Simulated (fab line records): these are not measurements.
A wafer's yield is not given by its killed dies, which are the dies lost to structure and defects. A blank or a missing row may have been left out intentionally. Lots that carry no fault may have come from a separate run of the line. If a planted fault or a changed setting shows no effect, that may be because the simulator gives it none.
Split-lot study || flow n5 finfet || 7 lots, 21 wafers read, on a route of 1938 steps

ABOUT THE SPLIT
At N5_BEOL_M7_DESCUM_33 (chemistry O2, time 7 s), the setting time s was moved away from the recipe's 7 s on 9 of the 21 wafers read, by -17.6% to +20.0%. The other wafers ran this setting at the recipe's value.

THE PATH FROM SPLIT TO READING: the file shows 1 step between them
- N5_BEOL_M7_ETCH_72: etches underlayer in N2/H2, target depth 6.5 nm, time 5.2 s

THE READING
CAR-EUV_of_BEOL_M7_COAT_22.thk nm (the simulator's own value, which no gauge read), in nm, at N5_BEOL_M7_ETCH_65 (etches SiARC in CF4, target depth 15.6 nm, time 26 s). There is no usual value for it anywhere in the file. Across the 12 wafers here that went through the recipe, the average is 11.0 nm and the standard deviation 0.075 nm.

{"wafer": "L074.3", "tool, chamber at the split": "rie diel-03, 0,1", "time s as run, s": 6.446, "against the recipe": "-7.9%", "CAR-EUV_of_BEOL_M7_COAT_22.thk nm, nm": 11.6, "against lot-mates on the recipe": "+0.6"}
{"wafer": "L074.4", "tool, chamber at the split": "rie diel-03, 0,1", "time s as run, s": 6.446, "against the recipe": "-7.9%", "CAR-EUV_of_BEOL_M7_COAT_22.thk nm, nm": 11.4, "against lot-mates on the recipe": "+0.4"}
{"wafer": "L074.6", "tool, chamber at the split": "rie diel-03, 2", "time s as run, s": 7, "against the recipe": "recipe", "CAR-EUV_of_BEOL_M7_COAT_22.thk nm, nm": 11, "against lot-mates on the recipe": "-"}
{"wafer": "L077.1", "tool, chamber at the split": "rie diel-03, 0", "time s as run, s": 5.768, "against the recipe": "-17.6%", "CAR-EUV_of_BEOL_M7_COAT_22.thk nm, nm": 12, "against lot-mates on the recipe": "+1.0"}
{"wafer": "L077.2", "tool, chamber at the split": "rie diel-03, 2", "time s as run, s": 7, "against the recipe": "recipe", "CAR-EUV_of_BEOL_M7_COAT_22.thk nm, nm": 11, "against lot-mates on the recipe": "-"}
{"wafer": "L077.5", "tool, chamber at the split": "rie diel-03, 0", "time s as run, s": 5.768, "against the recipe": "-17.6%", "CAR-EUV_of_BEOL_M7_COAT_22.thk nm, nm": 11.8, "against lot-mates on the recipe": "+0.8"}
{"wafer": "L078.3", "tool, chamber at the split": "rie diel-03, 0", "time s as run, s": 7.774, "against the recipe": "+11.1%", "CAR-EUV_of_BEOL_M7_COAT_22.thk nm, nm": 10.8, "against lot-mates on the recipe": -0.2}
{"wafer": "L078.5", "tool, chamber at the split": "rie diel-03, 0", "time s as run, s": 7.774, "against the recipe": "+11.1%", "CAR-EUV_of_BEOL_M7_COAT_22.thk nm, nm": 10.8, "against lot-mates on the recipe": -0.2}
{"wafer": "L078.6", "tool, chamber at the split": "rie diel-03, 3", "time s as run, s": 7, "against the recipe": "recipe", "CAR-EUV_of_BEOL_M7_COAT_22.thk nm, nm": 11, "against lot-mates on the recipe": "-"}
{"wafer": "L081.1", "tool, chamber at the split": "rie diel-01, 2,0,3", "time s as run, s": 7, "against the recipe": "recipe", "CAR-EUV_of_BEOL_M7_COAT_22.thk nm, nm": 11, "against lot-mates on the recipe": "-"}
{"wafer": "L081.2", "tool, chamber at the split": "rie diel-01, 2,0,3", "time s as run, s": 7, "against the recipe": "recipe", "CAR-EUV_of_BEOL_M7_COAT_22.thk nm, nm": 11, "against lot-mates on the recipe": "-"}
{"wafer": "L081.4", "tool, chamber at the split": "rie diel-01, 2,0,3", "time s as run, s": 7, "against the recipe": "recipe", "CAR-EUV_of_BEOL_M7_COAT_22.thk nm, nm": 11, "against lot-mates on the recipe": "-"}
{"wafer": "L082.4", "tool, chamber at the split": "rie diel-01, 3,1", "time s as run, s": 6.555, "against the recipe": "-6.4%", "CAR-EUV_of_BEOL_M7_COAT_22.thk nm, nm": 11.2, "against lot-mates on the recipe": "+0.2"}
{"wafer": "L082.6", "tool, chamber at the split": "rie diel-01, 3,1", "time s as run, s": 6.555, "against the recipe": "-6.4%", "CAR-EUV_of_BEOL_M7_COAT_22.thk nm, nm": 11.2, "against lot-mates on the recipe": "+0.2"}
{"wafer": "L082.5", "tool, chamber at the split": "rie diel-01, 0", "time s as run, s": 7, "against the recipe": "recipe", "CAR-EUV_of_BEOL_M7_COAT_22.thk nm, nm": 11, "against lot-mates on the recipe": "-"}
{"wafer": "L084.2", "tool, chamber at the split": "rie diel-01, 0", "time s as run, s": 8.403, "against the recipe": "+20.0%", "CAR-EUV_of_BEOL_M7_COAT_22.thk nm, nm": 10.4, "against lot-mates on the recipe": -0.7}
{"wafer": "L084.5", "tool, chamber at the split": "rie diel-01, 3,1", "time s as run, s": 7, "against the recipe": "recipe", "CAR-EUV_of_BEOL_M7_COAT_22.thk nm, nm": 11, "against lot-mates on the recipe": "-"}
{"wafer": "L084.6", "tool, chamber at the split": "rie diel-01, 3,1", "time s as run, s": 7, "against the recipe": "recipe", "CAR-EUV_of_BEOL_M7_COAT_22.thk nm, nm": 11.2, "against lot-mates on the recipe": "-"}
{"wafer": "L095.1", "tool, chamber at the split": "rie diel-01, 1,0,3", "time s as run, s": 7, "against the recipe": "recipe", "CAR-EUV_of_BEOL_M7_COAT_22.thk nm, nm": 11.2, "against lot-mates on the recipe": "-"}
{"wafer": "L095.2", "tool, chamber at the split": "rie diel-01, 1,0,3", "time s as run, s": 7, "against the recipe": "recipe", "CAR-EUV_of_BEOL_M7_COAT_22.thk nm, nm": 11, "against lot-mates on the recipe": "-"}
{"wafer": "L095.3", "tool, chamber at the split": "rie diel-01, 1,0,3", "time s as run, s": 7, "against the recipe": "recipe", "CAR-EUV_of_BEOL_M7_COAT_22.thk nm, nm": 11, "against lot-mates on the recipe": "-"}
If several chambers appear in one row, that row covers several wafers at once and the file leaves open which wafer was in which chamber.

FIT RESULTS
A straight line over all 21 wafers: CAR-EUV_of_BEOL_M7_COAT_22.thk nm changes by -0.0386 nm for each +1% of time s; r = -0.94; the points scatter about the line by 0.12 nm.
The same after taking each lot's own level away (the mean of its wafers on the recipe; 21 wafers): -0.0403 nm for each +1%; r = -0.94; scatter 0.12 nm.
That fit puts the effect of the largest move of time s on the reading at 0.81 nm.
The lots' own levels span 11.00 to 11.10 nm, that is 1.3 times the standard deviation above.
The two slopes agree, so the slope changes little with the lot-to-lot level.
Check: for one of the wafers moved furthest among these (+20.0%), held out of the fit, the line's prediction against its lot-mates is -0.776 nm. Against them it came out at -0.7 nm.

THESE WAFERS: OTHER SPLITS
Before the reading, these wafers also passed through other splits. Each is held against what the fit with the lots' levels taken away leaves over:
{"other split on the same wafers": "N5_BEOL_M5_ETCH_41 source w", "wafers away from the commonest value": 7, "r with CAR-EUV_of_BEOL_M7_COAT_22.thk nm (lot level and that fit taken away)": "+0.12"}

THE WHOLE CHAIN: every reading that the file lists as answering this split, in the file's order
{"step": "N5_BEOL_M7_DESCUM_33", "what it does": "chemistry O2, time 7 s", "reading": "CAR-EUV_of_BEOL_M7_COAT_22.thk nm (the simulator's own value, which no gauge read)", "change (the file's fit)": "-0.0373 nm for each +1% of the setting", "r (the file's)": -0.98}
{"step": "N5_BEOL_M7_ETCH_72", "what it does": "etches underlayer in N2/H2, target depth 6.5 nm, time 5.2 s", "reading": "CAR-EUV_of_BEOL_M7_COAT_22.thk nm (the simulator's own value, which no gauge read)", "change (the file's fit)": "-0.0361 nm for each +1% of the setting", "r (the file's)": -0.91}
{"step": "N5_BEOL_M7_ETCH_65", "what it does": "etches SiARC in CF4, target depth 15.6 nm, time 26 s", "reading": "CAR-EUV_of_BEOL_M7_COAT_22.thk nm (the simulator's own value, which no gauge read)", "change (the file's fit)": "-0.0398 nm for each +1% of the setting", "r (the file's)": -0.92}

THE FILE'S OWN FIT
CAR-EUV_of_BEOL_M7_COAT_22.thk nm changes by -0.0398 nm for each +1% of time s, r = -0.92.
